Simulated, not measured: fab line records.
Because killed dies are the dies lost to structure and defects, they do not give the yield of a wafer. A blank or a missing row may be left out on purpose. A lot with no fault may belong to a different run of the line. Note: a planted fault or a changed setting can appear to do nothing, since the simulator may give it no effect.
What tool caused it? / flow nand_harc / Sampling: 12 lots, 36 wafers, 2 of 1159 route steps

WHAT THE GAUGES SHOWED, per wafer
NHARC_A_M0_INSPECT_27.
lot=L076; measured=day 18 06:31; on=defect_inspect-02; raw_defect_count=933 338 368
lot=L077; measured=day 18 18:20; on=defect_inspect-01; raw_defect_count=323 282 373
lot=L078; measured=day 19 05:28; on=defect_inspect-02; raw_defect_count=519 426 450
lot=L081; measured=day 19 14:40; on=defect_inspect-01; raw_defect_count=522 659 477
lot=L083; measured=day 20 03:34; on=defect_inspect-02; raw_defect_count=374 507 366
lot=L088; measured=day 20 11:11; on=defect_inspect-01; raw_defect_count=461 579 581
lot=L086; measured=day 20 15:45; on=defect_inspect-02; raw_defect_count=244 294 247
lot=L089; measured=day 21 15:34; on=defect_inspect-02; raw_defect_count=700 523 356
lot=L090; measured=day 21 21:49; on=defect_inspect-02; raw_defect_count=270 415 283
lot=L093; measured=day 22 06:13; on=defect_inspect-01; raw_defect_count=405 376 480
lot=L095; measured=day 22 15:18; on=defect_inspect-02; raw_defect_count=375 425 499
lot=L097; measured=day 24 01:56; on=defect_inspect-02; raw_defect_count=310 412 373

EACH LOT AND THE TOOL THAT RAN IT (in order: tool; ch and the chambers of the sampled wafers; start)
lot=L076; NHARC_A_M0_ANNEAL_30=rtp_anneal-01 ch 0, day 18 05:46
lot=L077; NHARC_A_M0_ANNEAL_30=rtp_anneal-01 ch 0, day 18 17:32
lot=L078; NHARC_A_M0_ANNEAL_30=rtp_anneal-01 ch 0, day 19 04:19
lot=L081; NHARC_A_M0_ANNEAL_30=rtp_anneal-02 ch 0, day 19 13:53
lot=L083; NHARC_A_M0_ANNEAL_30=rtp_anneal-01 ch 0, day 20 02:46
lot=L088; NHARC_A_M0_ANNEAL_30=rtp_anneal-02 ch 0, day 20 10:25
lot=L086; NHARC_A_M0_ANNEAL_30=rtp_anneal-01 ch 0, day 20 15:03
lot=L089; NHARC_A_M0_ANNEAL_30=rtp_anneal-01 ch 0, day 21 14:45
lot=L090; NHARC_A_M0_ANNEAL_30=rtp_anneal-01 ch 0, day 21 21:05
lot=L093; NHARC_A_M0_ANNEAL_30=rtp_anneal-01 ch 0, day 22 05:26
lot=L095; NHARC_A_M0_ANNEAL_30=rtp_anneal-01 ch 0, day 22 14:35
lot=L097; NHARC_A_M0_ANNEAL_30=rtp_anneal-02 ch 0, day 24 01:10
- NHARC_A_M0_ANNEAL_30: time 90 s.

THE ANSWER, worked out from the rows above alone
Rule: the usual values come from the lots themselves. The widest of any qualifying gaps counts: lots, ordered by their means at a reading, are off when they make up no more than a third of the lots, leave a main group of 4 or more, and stand apart from it by 3 or more times the standard deviation of that group's means. A main group whose means are all the same, to the digits that the tables above print for the reading, isn't used. A lot without any number at a reading at which 4 lots or more have one is off too. Where the step has rows for the other lots, those lots are counted as sound.
Across all readings shown, no lot is off: no conclusion can be drawn from this.

WHAT THE SIMULATOR HAD INSERTED
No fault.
